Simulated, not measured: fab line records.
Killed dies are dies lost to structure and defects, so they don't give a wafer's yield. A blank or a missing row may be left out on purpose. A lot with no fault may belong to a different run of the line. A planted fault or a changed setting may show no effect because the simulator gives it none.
Comparing a struck lot with a sound one :: flow n5_finfet :: 20 steps out of a route of 1938
Sound: wafers L174.1, L174.5, L174.6. Struck: wafers L181.2, L181.4, L181.5. At the end, the cause is stated.
At each step with rows: each side's tool, then ch and its chambers, then its first start. Under that, the readings that differ: sound wafers :: struck wafers :: difference of the means :: sigmas: that difference in standard deviations of wafers without a fault.
alike: readings whose means differ by less than 2 such deviations, and words and numbers that are the same on both sides. not compared: withheld readings, readings that some wafer has no value for, bounds like >300 that may hide the same value, and numbers for which the record gives no deviation and whose values overlap.
A row with sigmas, a row that says differs or no value, or rows on one side alone: a step with any of these is where the two part. Non-overlapping numbers with no deviation appear without sigmas and do not part them. A reading missing from all wafers of one side parts the sides only when that side holds two or more wafers.

first, 9 steps without rows for these wafers: N5_BEOL_M1_PRE_CLEAN_60 (time 15 s); N5_BEOL_M1_CO_CAP_55 (material Co, precursor CCTBA/H2, target thk 2 nm, time 102.1 s); N5_BEOL_M1_PRE_CLEAN_56 (time 15 s); N5_BEOL_M1_DEP_57 (deposits SiCN from 3MS/NH3, target thk 8 nm, time 14 s); N5_BEOL_M2_ILD_DEP_00 (deposits SiOC from DEMS/O2, target thk 79 nm, time 15.3 s); N5_BEOL_M2_PECVD_72 (deposits SiO2 from TEOS/O2, target thk 16 nm, time 18 s); N5_BEOL_M2_HM_DEP_02 (deposits TiN, target thk 20 nm); N5_BEOL_M2_COAT_61 (time 60 s, resist thk 60 nm); N5_BEOL_M2_COAT_62 (time 60 s, resist thk 12 nm).
N5_BEOL_M2_COAT_73: time 60 s, resist thk 5 nm.
  sound on litho_track-05 ch 0, day 9 04:13; struck on litho_track-01 ch 0, day 10 22:58
reading: plate_temp_C (C)
sound: 205.12 205.29 205.16
struck: 205.02 204.81 204.65
difference: -0.36
sigmas: -2

reading: spin_speed_rpm (rpm)
sound: 1499.7 1502.0 1498.0
struck: 1274.2 1272.2 1271.6
difference: -227.2
sigmas: -99 or more

reading: model.underlayer_of_BEOL_M2_COAT_73.thk_nm (nm)
sound: 5 5 5
struck: 5.4 5.4 5.4
difference: +0.4
sigmas: 
  alike: dispense_pressure_kPa
then, 7 steps without rows for these wafers: N5_BEOL_M2_COAT_05 (resist thk 30 nm); N5_BEOL_M2_EBR_07; N5_BEOL_M2_SOFTBAKE_06 (time 60 s); N5_BEOL_M2_EXPOSE_08 (exposes mask M2); N5_BEOL_M2_PEB_09 (peb time 60 s); N5_BEOL_M2_DEVELOP_10 (develop time 30 s); N5_BEOL_M2_DESCUM_16 (chemistry O2, time 7 s).
N5_BEOL_M2_ETCH_74: etches underlayer in N2/H2, target depth 6.5 nm, time 5.2 s.
  sound on rie_diel-02 ch 1,2, day 9 04:46; struck on rie_diel-04 ch 0,2, day 10 23:44
reading: etch_rf_on_time_s (s)
sound: 5.28 5.28 5.24
struck: 5.63 5.78 5.61
difference: +0.41
sigmas: +6

reading: model.etch.depth_nm (nm)
sound: 5.02 5.009 4.995
struck: 5.439 5.442 5.437
difference: +0.431
sigmas: 
  alike: chamber_pressure_mTorr, drypump_motor_current_A, n2_flow_sccm, oes_product_au, rf_vpp_V, showerhead_plenum_p_Torr, throttle_valve_pct
  not compared: rf_hours_counter_h
then, 1 step without rows for these wafers: N5_BEOL_M2_ETCH_63 (etches SiARC in CF4, target depth 15.6 nm, time 26 s).
-- here the record skips 2 days between the struck wafers' starts before and after, leaving off in module BEOL_M2 and picking up in module BEOL_M4 (first step shown: number 1111 of the route) --
N5_BEOL_M4_RC_MEAS_101:
  sound on prober-01 ch 0, day 11 04:55; struck on prober-02 ch 0, day 13 04:32
reading: VT_P (mV)
sound: -243 -247 -247
struck: -254 -256 -255
difference: -9
sigmas: -3
  alike: DIBL_N, DIBL_P, IOFF_N, IOFF_P, ION_N, ION_P, SS_N, SS_P, VT_N

## WHERE THEY PART
First at N5_BEOL_M2_COAT_73; last, within this record, at N5_BEOL_M4_RC_MEAS_101.

WHY: whatever the simulator had introduced
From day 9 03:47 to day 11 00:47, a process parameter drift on litho_track-01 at N5_BEOL_M2_COAT_73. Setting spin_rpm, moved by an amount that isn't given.
